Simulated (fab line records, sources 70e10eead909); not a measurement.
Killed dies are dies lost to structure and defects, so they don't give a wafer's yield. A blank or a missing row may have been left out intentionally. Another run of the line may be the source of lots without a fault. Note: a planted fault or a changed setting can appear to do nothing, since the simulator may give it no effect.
Chamber matching	flow nandHarc	NHARC_A_CHANNEL_HOLE_D1_DESCUM_15 on rieDiel-12 has 4 sister chambers
The step chemistry O2, time 3 s. 8 wafers are shown with their chamber, then 9 later ones without.

## EACH WAFER AND ITS CHAMBER
wafer	chamber	showerheadPlenumPTorr (Torr)	drypumpMotorCurrentA (A)
L082.3	0	2.07	5.6
L082.6	0	2.07	5.5
L082.1	2	1.91	6.2
L082.2	1	1.80	6.2
L082.5	3	2.00	5.6
L085.1	1	1.80	6.2
L085.4	3	1.99	5.6
L085.6	2	1.91	6.2

## WAFERS WHOSE CHAMBER IS MISSING
wafer	showerheadPlenumPTorr (Torr)	drypumpMotorCurrentA (A)
L091.1	1.80	6.2
L091.2	2.06	5.5
L091.3	1.99	5.6
L093.1	1.99	5.6
L093.3	1.80	6.2
L093.6	1.91	6.1
L093.2	1.91	6.1
L093.4	1.80	6.2
L093.5	1.99	5.6

## WHICH CHAMBER EACH WENT THROUGH
wafer	from the rows above	in truth
L091.1	1	1
L091.2	0	0
L091.3	3	3
L093.1	3	3
L093.3	1	1
L093.6	2	2
L093.2	2	2
L093.4	1	1
L093.5	3	3
Correct placement for 9 of the 9. Number that these rows cannot place: 0. Number placed wrongly: 0.
How it was worked out, from the rows above alone: a wafer's distance from a chamber is the root of the sum, over the readings, of the square of ((its reading less the chamber's mean) divided by the reading's scatter). If the next closest chamber is less than 2 further off than the closest, the wafer can't be placed; otherwise it belongs to the closest. Each chamber's mean is taken over the wafers shown for it. The scatter: take each reading less its chamber's mean, square it, sum over the shown wafers, divide by the number of wafers less the number of chambers, and take the root.
